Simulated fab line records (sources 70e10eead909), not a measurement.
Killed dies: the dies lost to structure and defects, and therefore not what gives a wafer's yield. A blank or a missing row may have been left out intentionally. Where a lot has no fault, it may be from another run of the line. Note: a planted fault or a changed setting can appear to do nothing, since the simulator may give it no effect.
fab line records | flow nandHarc
[record] lots = 6 wafers = 17 lastDay = 34
route steps=1302 shown A_BONDPAD@1217 HYBRID_BOND@1237 THIN_TSV@1244 END@1302
lots that met no fault: taken from a fault-free run of the same line
startH: the number of hours between the record's first day and the start of the first shown wafer of the lot | waitH: hours since the lot's step before | " identical to the entry in the row above | L1.1+2: a row that stands for several wafers | - no value present, or no start provided | * or withheld: withheld | < > ~ a bound
route shown NAME@n: NAME is a module with steps in the file, n the number in the route of the first one | usual: mean/standard deviation of fault-free wafers | same: alike in all rows | chamber/n: place in a boat | sites: each site's reading | _std_site: the values' standard deviation | _edge_site: the outer-site mean with the inner-site mean subtracted | radiusMm: for every site, how far away it sits from the centre of the wafer | mask NAME#n: copy n | behind: the last tool/chamber to shape the wafer | hold: what put the lot on hold/how long, in hours/how the hold closed | device: whichever transistor did not switch (one of n, p or np) | end of line: the tests these same wafers got at the end of their route | step lacking rows: just its recipe | killed: not the wafer's yield, but the dies lost to structure and defects at the first sort | map: per-die view of a wafer (x killed, . not killed, _ where there is no die)
set.NAME: the setting that was run; set.NAME@STEP: the one run at that earlier step | model.NAME: the simulator's own value behind a step, which no gauge read
lots seen at some steps along the route; tables by step, rows by wafer
services: a tool's chamber out of use, with start hour (startH, from the record's first day; less than 0 if before it), hours out, and reason
[[steps]]
[step NHARC_A_BONDPAD_HARDBAKE_10]
[recipe] tempC = 118 timeS = 65
[step NHARC_A_BONDPAD_DESCUM_11]
[recipe] timeS = 3 o2FlowSccm = 200 arFlowSccm = 0 biasPowerW = 0 chemistry = O2
[step NHARC_A_BONDPAD_ETCH_34]
[recipe] targetDepthA = 600 overetchA = 180 timeS = 65.91 ionEnergyEv = 200 n2FlowSccm = 150 h2FlowSccm = 150 arFlowSccm = 0 rfW = 400 biasW = 150 chemistry = N2/H2
[step NHARC_A_BONDPAD_ETCH_12]
[recipe] targetDepthA = 2200 timeS = 110 chf3FlowSccm = 50 o2FlowSccm = 10 arFlowSccm = 200 rfW = 500 biasW = 200 chemistry = CHF3/O2
[usual] drypumpMotorCurrentA = 5.5/0.51 mfcArSccm = 200.0/0.62 oesProductAu = 0.949/0.022 rfVppV = 370.1/1.9 showerheadPlenumPTorr = 2.38/0.082 throttleValvePct = 20.574/0.0092
// columns lot.wafer tool chamber startH waitH drypumpMotorCurrentA mfcArSccm oesProductAu rfHoursCounterH rfVppV showerheadPlenumPTorr throttleValvePct
L997.2 rieDiel-07 3 - - 6.0 199.7 0.938 11 372.3 2.47 20.565
L997.1 " 0 " " 4.7 200.6 0.923 7 369.9 2.40 20.570
L997.4 " 3 " " 6.0 199.0 0.934 - 371.8 2.47 20.559
L103.4 rieDiel-06 0 - - 5.4 200.2 0.975 3 371.8 2.47 20.569
L103.5 " 2 " " 5.7 201.7 0.953 - 369.1 2.29 20.565
L103.6 " 3 " " 6.1 201.0 0.961 - 370.1 2.41 20.561
L105.4 rieDiel-06 3 - - 6.1 200.0 0.974 4 371.2 2.41 20.561
L105.1 " 0 " " 5.4 200.7 0.966 3 372.7 2.47 20.579
L105.3 " 2 " " 5.7 199.8 0.972 4 368.8 2.29 20.571
L107.1 rieDiel-06 2 - - 5.7 199.1 0.963 5 366.7 2.29 20.580
L107.2 " 3 " " 6.1 200.5 0.963 5 370.3 2.41 20.561
L107.6 " 0 " " 5.4 200.5 0.962 - 371.2 2.46 20.566
L109.3 rieDiel-07 2 - - 5.5 199.6 0.936 1 370.9 2.38 20.583
L109.5 " 3 " " 5.9 198.9 0.934 - 372.4 2.46 20.584
L119.4 rieDiel-07 0 - - 4.7 199.3 0.928 18 370.8 2.39 20.551
L119.3 " 1 " " 5.8 201.0 0.926 19 374.0 2.54 20.571
L119.1 " 2 " " 5.6 200.4 0.934 19 369.0 2.37 20.563
[step NHARC_A_BONDPAD_CD_MEAS_13]
[usual] cdNm = 501.8/2.2
// columns lot.wafer tool chamber startH waitH cdNm
L997.1 cdSem-03 - 539.37 - 502.0
L997.2 " - " " 499.6
L997.4 " - " " 502.7
L103.4 cdSem-03 - 603.70 - 502.0
L103.5 " - " " 501.3
L103.6 " - " " 506.3
L105.1 cdSem-03 - 638.16 - 500.8
L105.3 " - " " 506.7
L105.4 " - " " 505.9
L107.1 cdSem-01 - 655.84 - 507.3
L107.2 " - " " 502.3
L107.6 " - " " 500.6
L109.3 cdSem-03 - 668.04 - 500.4
L109.5 " - " " 501.6
L119.1 cdSem-03 - 778.82 - 501.3
L119.3 " - " " 498.5
L119.4 " - " " 506.0
[step NHARC_A_BONDPAD_STRIP_15]
[recipe] o2FlowSccm = 500 arFlowSccm = 0 biasW = 0 chemistry = O2
[step NHARC_A_BONDPAD_ETCH_24]
[recipe] targetDepthA = 300 overEtchFrac = 0.3 timeS = 72.99 ionEnergyEv = 150 cf4FlowSccm = 50 n2FlowSccm = 100 arFlowSccm = 150 rfW = 300 biasW = 100 chemistry = CF4/N2
[step NHARC_A_BONDPAD_STRIP_16]
[recipe] timeS = 600 tempC = 30 chemistry = postEtchResidueRemover
[step NHARC_A_BONDPAD_DEGAS_25]
[recipe] tempC = 300 timeS = 60
[step NHARC_A_BONDPAD_PRE_CLEAN_26]
[recipe] timeS = 30 tempC = 280 gas = H2/He
[usual] heaterPowerW = 425/55
// columns lot.wafer tool chamber startH waitH heaterPowerW
L997.2 pvdSputter-01 - - - 341
L997.4 " - " " 408
L997.1 " - " " 399
L103.4 pvdSputter-03 - - - 404
L103.5 " - " " 480
L103.6 " - " " 401
L105.3 pvdSputter-03 - - - 403
L105.4 " - " " 542
L105.1 " - " " 471
L107.2 pvdSputter-01 - - - 431
L107.1 " - " " 320
L107.6 " - " " 442
L109.3 pvdSputter-03 - - - 415
L109.5 " - " " 433
L119.1 pvdSputter-03 - - - 450
L119.3 " - " " 429
L119.4 " - " " 437
[step NHARC_A_BONDPAD_PVD_17]
[recipe] targetThkA = 50 biasV = 168.6 powerW = 15000 chamberPressurePa = 0.12 timeS = 8.06 substrateTempC = 50 material = TaN
[step NHARC_A_BONDPAD_PVD_27]
[recipe] targetThkA = 300 chamberPressurePa = 5 powerW = 5000 substrateTempC = 30 timeS = 20.49 material = Cu
[usual] substrateTempC = 29.99/0.12 throttleValvePct = 30.1/0.99
// columns lot.wafer tool chamber startH waitH substrateTempC throttleValvePct
L997.2 pvdSputter-01 - - - 30.10 30.5
L997.4 " - " " 29.97 29.5
L997.1 " - " " 30.06 28.3
L103.4 pvdSputter-03 - - - 30.09 29.0
L103.6 " - " " 30.16 28.8
L103.5 " - " " 29.72 31.0
L105.1 pvdSputter-03 - - - 29.83 30.5
L105.4 " - " " 29.93 29.0
L105.3 " - " " 30.03 30.7
L107.1 pvdSputter-01 - - - 29.93 28.6
L107.2 " - " " 30.06 31.0
L107.6 " - " " 29.94 30.3
L109.3 pvdSputter-03 - - - 29.87 30.4
L109.5 " - " " 30.04 29.2
L119.3 pvdSputter-03 - - - 30.24 29.2
L119.4 " - " " 30.02 31.2
L119.1 " - " " 30.11 31.2
[step NHARC_A_BONDPAD_ECD_18]
[recipe] targetThkA = 4000 bathTempC = 25 material = Cu
// columns lot.wafer tool chamber startH waitH
L997.2+1+4 ecdCu-01 0,1,1 540.45 -
L103.4+6+5 ecdCu-02 0,1,0 604.83 -
L105.1+3+4 ecdCu-01 1,0,1 639.21 -
L107.1+2+6 ecdCu-02 0,1,0 656.82 -
L109.3+5 ecdCu-02 1 669.11 -
L119.1+4+3 ecdCu-01 1,1,0 779.81 -
[step NHARC_A_BONDPAD_ANNEAL_28]
[recipe] tempC = 225 timeS = 90
[step NHARC_A_BONDPAD_CMP_19]
[recipe] tOverpolishS = 30 cuRecessTouchS = 16 targetThkNm = 169.82
[usual] motorCurrentA = 12.3/1.5 overpolishRunS = 29.999/0.0088 padLifeWafers = 204/110
// columns lot.wafer tool chamber startH waitH motorCurrentA overpolishRunS padLifeWafers
L997.2 cmp-03 3 541.27 - 12.8 29.988 307
L997.1 " 0 " " 10.9 29.987 308
L997.4 " 1 " " 11.8 29.978 309
L103.4 cmp-04 2 605.46 - 12.5 29.997 386
L103.5 " 0 " " 12.4 29.984 -
L103.6 " 1 " " 13.4 30.007 -
L105.1 cmp-03 0 639.88 - 10.6 30.010 312
L105.3 " 2 " " 10.8 30.006 314
L105.4 " 3 " " 12.5 30.000 315
L107.2 cmp-03 0 657.58 - 10.0 29.998 397
L107.1 " 1 " " 11.9 29.997 398
L107.6 " 0 " " 9.8 30.005 -
L109.3 cmp-04 0 669.79 - 12.0 29.992 224
L109.5 " 3 " " 14.8 29.995 -
L119.1 cmp-04 1 780.53 - 13.4 29.993 264
L119.4 " 2 " " 13.5 29.992 265
L119.3 " 3 " " 14.6 29.998 266
[step NHARC_A_BONDPAD_SRD_21]
[recipe] timeS = 30 tempC = 23 dryTimeS = 20 spinRpm = 1500
[step NHARC_A_BONDPAD_INSPECT_23]
[usual] rawDefectCount = 537/120
// columns lot.wafer tool chamber startH waitH rawDefectCount
L997.1 defectInspect-01 - 541.82 0.0 686
L997.2 " - " " 548
L997.4 " - " " 727
L103.4 defectInspect-02 - 605.94 0.0 706
L103.5 " - " " 715
L103.6 " - " " 480
L105.1 defectInspect-01 - 640.42 0.0 438
L105.3 " - " " 495
L105.4 " - " " 402
L107.1 defectInspect-01 - 658.10 0.0 789
L107.2 " - " " 473
L107.6 " - " " 534
L109.3 defectInspect-01 - 670.26 0.0 526
L109.5 " - " " 677
L119.1 defectInspect-02 - 781.05 0.0 695
L119.3 " - " " 767
L119.4 " - " " 502
[step NHARC_HYBRID_BOND_ACTIVATE_00]
[recipe] timeS = 60 n2FlowSccm = 200 arFlowSccm = 0 biasPowerW = 0 chemistry = N2
[step NHARC_HYBRID_BOND_PRECLEAN_01]
[recipe] timeS = 300 tempC = 23 chemistry = DIW
[step NHARC_HYBRID_BOND_SRD_02]
[recipe] timeS = 30 tempC = 23 dryTimeS = 20 spinRpm = 1500
[step NHARC_HYBRID_BOND_BOND_03]
[recipe] tempC = 25
[step NHARC_HYBRID_BOND_ANNEAL_04]
[recipe] tempC = 300 timeS = 7200 rampUpCPerMin = 5 rampDownCPerMin = 3 idleTempC = 100 pressureAtm = 1
[step NHARC_HYBRID_BOND_OVL_MEAS_05]
[usual] overlayXNm = 4/36 overlayYNm = 5/32
// columns lot.wafer tool chamber startH waitH overlayXNm overlayYNm
L997.1 overlay-02 - 551.24 0.4 -12 -16
L997.2 " - " " 17 -23
L997.4 " - " " -15 -7
L103.4 overlay-02 - 617.97 0.4 33 48
L103.5 " - " " 19 -7
L103.6 " - " " 43 1
L105.1 overlay-01 - 647.57 0.4 34 -26
L105.3 " - " " 3 -17
L105.4 " - " " -13 -56
L107.1 overlay-02 - 667.54 0.4 92 -8
L107.6 " - " " 3 10
L109.5 overlay-01 - 680.59 0.4 11 0
L119.1 overlay-02 - 791.01 0.4 -64 22
L119.3 " - " " 26 -24
L119.4 " - " " 75 -34
[step NHARC_HYBRID_BOND_INSPECT_06]
[recipe] inspectInstrument = irVoid
[usual] rawDefectCount = 91/37
// columns lot.wafer tool chamber startH waitH rawDefectCount
L997.1 defectInspect-02 - 551.29 0.0 133
L997.2 " - " " 131
L997.4 " - " " 124
L103.4 defectInspect-02 - 618.02 0.1 193
L103.5 " - " " 168
L103.6 " - " " 161
L105.1 defectInspect-02 - 647.62 0.0 124
L105.3 " - " " 119
L105.4 " - " " 99
L107.1 defectInspect-02 - 667.59 0.0 118
L107.6 " - " " 112
L109.5 defectInspect-01 - 680.65 0.1 95
L119.1 defectInspect-01 - 791.06 0.0 27
L119.3 " - " " 26
L119.4 " - " " 30
[step NHARC_THIN_TSV_GRIND_00]
[recipe] targetThkUm = 6
[step NHARC_THIN_TSV_CMP_01]
[recipe] targetThkUm = 3
[usual] motorCurrentA = 11.8/1.2 padLifeWafers = 201/120
// columns lot.wafer tool chamber startH waitH motorCurrentA padLifeWafers
L997.4 cmp-04 3 552.68 0.4 14.3 138
L997.1 " 0 " " 13.2 139
L997.2 " 1 " " 13.8 140
L103.4 cmp-01 0 619.42 0.5 11.1 140
L103.5 " 2 " " 11.6 -
L103.6 " 3 " " 13.1 -
L105.3 cmp-03 1 649.03 0.7 11.3 355
L105.4 " 2 " " 10.6 356
L105.1 " 3 " " 12.3 357
L107.1 cmp-03 1 668.97 1.0 11.3 1
L107.6 " 1 " " 11.5 -
L109.5 cmp-01 3 682.11 0.3 13.0 -
L119.4 cmp-03 3 793.64 0.4 12.3 138
L119.3 " 0 " " 9.8 139
L119.1 " 2 " " 11.3 141
[step NHARC_THIN_TSV_THK_MEAS_02]
[recipe] thkMeasGauge = ir
[usual] thkNm = 2977/230
// columns lot.wafer tool chamber startH waitH thkNm
L997.1 filmMetro-02 - 552.95 - 2985
L997.2 " - " " 2862
L997.4 " - " " 2754
L103.4 filmMetro-01 - 619.63 - 3117
L103.5 " - " " 3000
L103.6 " - " " 2854
L105.1 filmMetro-02 - 649.27 - 2817
L105.3 " - " " 2761
L105.4 " - " " 2605
L107.1 filmMetro-02 - 669.21 0.2 3228
L107.6 " - " " 3411
L109.5 filmMetro-01 - 682.27 - 2573
L119.1 filmMetro-02 - 793.91 0.2 3253
L119.3 " - " " 2979
L119.4 " - " " 3183
[step NHARC_THIN_TSV_SRD_03]
[step NHARC_THIN_TSV_PRECLEAN_41]
[recipe] timeS = * tempC = 50 bathAgeMin = 0 chemistry = SC1
[step NHARC_THIN_TSV_SRD_42]
[step NHARC_THIN_TSV_DEP_43]
[recipe] targetThkA = 13285 tempC = withheld pressureTorr = 6.5 rfW = 900 teosFlowSccm = 161.4 flowSccm = 2650 targetThkNm = 1328.5 gas = O2 material = SiO2
[step NHARC_THIN_TSV_DEHYDRATE_04]
[recipe] tempC = 150 timeS = 120
[step NHARC_THIN_TSV_HMDS_05]
[recipe] timeS = 30
[step NHARC_THIN_TSV_COAT_06]
[recipe] spinRpm = *
[step NHARC_THIN_TSV_SOFTBAKE_07]
[recipe] tempC = 122 timeS = 95
[step NHARC_THIN_TSV_EBR_08]
[step NHARC_THIN_TSV_EXPOSE_09]
[recipe] na = 0.55 doseMj = 30.7 maskId = TSV
[step NHARC_THIN_TSV_PEB_10]
[recipe] pebTempC = 118 pebTimeS = 85
[step NHARC_THIN_TSV_DEVELOP_11]
[recipe] timeS = 70
[step NHARC_END_SORT_01]
[recipe] tempC = 25
[usual] defectLimitedYield = 91.1/2.8 killedAtArray = 55/19 killedAtOther = 0.9/1.4 killedAtPeriphery = 3.8/2.9 killedDies = 60/19 killedOpen = 3.3/1.8 killedShort = 2.6/1.6
[same] grossDies = 677
// columns lot.wafer tool chamber startH waitH defectLimitedYield[%] killedAtArray killedAtOther killedAtPeriphery killedDies killedOpen killedShort
L103.4 prober-02 0 638.15 3.4 86.0 91 0 4 95 1 1
L103.5 prober-02 0 638.95 3.7 89.4 69 0 3 72 2 0
L103.6 prober-02 0 639.75 4.0 84.9 99 0 3 102 5 2
L107.2 prober-02 0 688.21 2.8 0 671 3 3 677 2 2
L109.3 prober-02 0 699.96 3.1 0 675 0 2 677 3 6
// killed by level:class
L103.4 A_SLIT:chamberFilmFlake=38 A_CHANNEL_HOLE_D2:chamberFilmFlake=23 A_CHANNEL_HOLE_D1:chamberFilmFlake=17 A_CONTACT:chamberFilmFlake=5 A_STAIRCASE:chamberFilmFlake=3 A_M0:chamberFilmFlake=2 P_CONTACT:geometricParticle:short=1 A_CHANNEL_FILL_D1:geometricParticle:open=1
L103.5 A_CHANNEL_HOLE_D2:chamberFilmFlake=22 A_SLIT:chamberFilmFlake=21 A_CHANNEL_HOLE_D1:chamberFilmFlake=19 P_GATE:chamberFilmFlake=2 A_CHANNEL_FILL_D1:geometricParticle:open=1 A_M1:geometricParticle:open=1 P_M0:chamberFilmFlake=1 A_ZERO_WELL:chamberFilmFlake=1
L103.6 A_CHANNEL_HOLE_D1:chamberFilmFlake=30 A_SLIT:chamberFilmFlake=28 A_CHANNEL_HOLE_D2:chamberFilmFlake=21 A_CONTACT:chamberFilmFlake=4 A_WL_FILL:chamberFilmFlake=3 A_M0:chamberFilmFlake=3 A_CHANNEL_FILL_D2:geometricParticle:open=2 P_M0:chamberFilmFlake=2
L107.2 A_BONDPAD:areaEcd=607 A_CHANNEL_HOLE_D1:chamberFilmFlake=37 A_SLIT:chamberFilmFlake=18 THIN_TSV:chamberFilmFlake=3 A_STAIRCASE:chamberFilmFlake=2 A_CONTACT:chamberFilmFlake=2 P_ZERO_WELL:geometricParticle:short=1 A_DECK1_JOINT:geometricParticle:open=1
L109.3 A_BONDPAD:areaEcd=641 A_SLIT:chamberFilmFlake=14 A_CHANNEL_HOLE_D2:chamberFilmFlake=5 A_CHANNEL_HOLE_D1:chamberFilmFlake=4 P_CONTACT:geometricParticle:short=1 A_ONON_D1:geometricParticle:short=1 A_CHANNEL_FILL_D1:geometricParticle:short=1 A_CHANNEL_FILL_D2:geometricParticle:short=1
// map L107.2 (x killed, . not)
____________x____________
_________xxxxxxx_________
_______xxxxxxxxxxx_______
______xxxxxxxxxxxxx______
_____xxxxxxxxxxxxxxx_____
____xxxxxxxxxxxxxxxxx____
____xxxxxxxxxxxxxxxxx____
___xxxxxxxxxxxxxxxxxxx___
___xxxxxxxxxxxxxxxxxxx___
__xxxxxxxxxxxxxxxxxxxxx__
__xxxxxxxxxxxxxxxxxxxxx__
_xxxxxxxxxxxxxxxxxxxxxxx_
_xxxxxxxxxxxxxxxxxxxxxxx_
_xxxxxxxxxxxxxxxxxxxxxxx_
_xxxxxxxxxxxxxxxxxxxxxxx_
_xxxxxxxxxxxxxxxxxxxxxxx_
xxxxxxxxxxxxxxxxxxxxxxxxx
xxxxxxxxxxxxxxxxxxxxxxxxx
xxxxxxxxxxxxxxxxxxxxxxxxx
xxxxxxxxxxxxxxxxxxxxxxxxx
xxxxxxxxxxxxxxxxxxxxxxxxx
_xxxxxxxxxxxxxxxxxxxxxxx_
_xxxxxxxxxxxxxxxxxxxxxxx_
_xxxxxxxxxxxxxxxxxxxxxxx_
_xxxxxxxxxxxxxxxxxxxxxxx_
_xxxxxxxxxxxxxxxxxxxxxxx_
__xxxxxxxxxxxxxxxxxxxxx__
__xxxxxxxxxxxxxxxxxxxxx__
___xxxxxxxxxxxxxxxxxxx___
___xxxxxxxxxxxxxxxxxxx___
____xxxxxxxxxxxxxxxxx____
____xxxxxxxxxxxxxxxxx____
_____xxxxxxxxxxxxxxx_____
______xxxxxxxxxxxxx______
_______xxxxxxxxxxx_______
_________xxxxxxx_________
____________x____________
// map L109.3 (x killed, . not)
____________x____________
_________xxxxxxx_________
_______xxxxxxxxxxx_______
______xxxxxxxxxxxxx______
_____xxxxxxxxxxxxxxx_____
____xxxxxxxxxxxxxxxxx____
____xxxxxxxxxxxxxxxxx____
___xxxxxxxxxxxxxxxxxxx___
___xxxxxxxxxxxxxxxxxxx___
__xxxxxxxxxxxxxxxxxxxxx__
__xxxxxxxxxxxxxxxxxxxxx__
_xxxxxxxxxxxxxxxxxxxxxxx_
_xxxxxxxxxxxxxxxxxxxxxxx_
_xxxxxxxxxxxxxxxxxxxxxxx_
_xxxxxxxxxxxxxxxxxxxxxxx_
_xxxxxxxxxxxxxxxxxxxxxxx_
xxxxxxxxxxxxxxxxxxxxxxxxx
xxxxxxxxxxxxxxxxxxxxxxxxx
xxxxxxxxxxxxxxxxxxxxxxxxx
xxxxxxxxxxxxxxxxxxxxxxxxx
xxxxxxxxxxxxxxxxxxxxxxxxx
_xxxxxxxxxxxxxxxxxxxxxxx_
_xxxxxxxxxxxxxxxxxxxxxxx_
_xxxxxxxxxxxxxxxxxxxxxxx_
_xxxxxxxxxxxxxxxxxxxxxxx_
_xxxxxxxxxxxxxxxxxxxxxxx_
__xxxxxxxxxxxxxxxxxxxxx__
__xxxxxxxxxxxxxxxxxxxxx__
___xxxxxxxxxxxxxxxxxxx___
___xxxxxxxxxxxxxxxxxxx___
____xxxxxxxxxxxxxxxxx____
____xxxxxxxxxxxxxxxxx____
_____xxxxxxxxxxxxxxx_____
______xxxxxxxxxxxxx______
_______xxxxxxxxxxx_______
_________xxxxxxx_________
____________x____________
[[services]]
// columns tool chamber startH hours kind
pvdSputter-03 - 520.42 8.6 repair
ecdCu-01 - 525.21 0.7 repair
rieDiel-06 1 528.07 10.5 repair
pvdSputter-03 - 556.64 2.2 repair
cmp-03 - 561.68 0.6 repair
cmp-03 - 566.63 4.0 pm
pvdSputter-01 - 582.04 10.0 pm
cmp-03 - 588.76 3.2 repair
cmp-03 - 597.80 2.5 repair
cmp-04 - 601.56 0.4 repair
cmp-04 - 606.91 4.0 pm
pvdSputter-01 - 612.31 7.6 repair
cmp-04 - 612.70 0.5 repair
rieDiel-06 1 638.72 2.1 repair
rieDiel-06 - 661.20 9.0 pm
cmp-03 - 664.63 4.0 pm
cmp-03 - 677.18 6.0 repair
cmp-04 - 679.27 0.9 repair
cmp-04 - 685.96 1.9 repair
ecdCu-01 - 688.00 8.0 pm
pvdSputter-03 - 703.09 5.0 repair
cmp-04 - 704.91 4.0 pm
pvdSputter-01 - 760.04 10.0 pm
cmp-03 - 762.63 4.0 pm
[[key]]
[firstSign] step = NHARC_END_SORT_01 reading = defectLimitedYield direction = down sigmas = 33 usual = 91.1 struck = 0
[effect] step = NHARC_END_SORT_01 reading = killedDies direction = up sigmas = 33 usual = 60 struck = 677
[moreKillsBornAt] NHARC_A_BONDPAD_ECD_18@ecdCu-02 = 1248
metAt NHARC_A_BONDPAD_ECD_18
struckWafers L107.2,L109.3
laterRowsLeftOut L107.2,L109.3
onsetBetween 604.83 656.82
[fault] kind = processParameterDrift tool = ecdCu-02 chamber = - onsetH = 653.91 steps = NHARC_A_BONDPAD_ECD_18 channel = targetThkA offset = * shape = step endH = 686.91 scope = struckWafersOnly actsIn = * stated = *
// laterRowsLeftOut: the simulator's readings of these wafers behind a module that went badly wrong aren't trusted and aren't shown, but for the sort
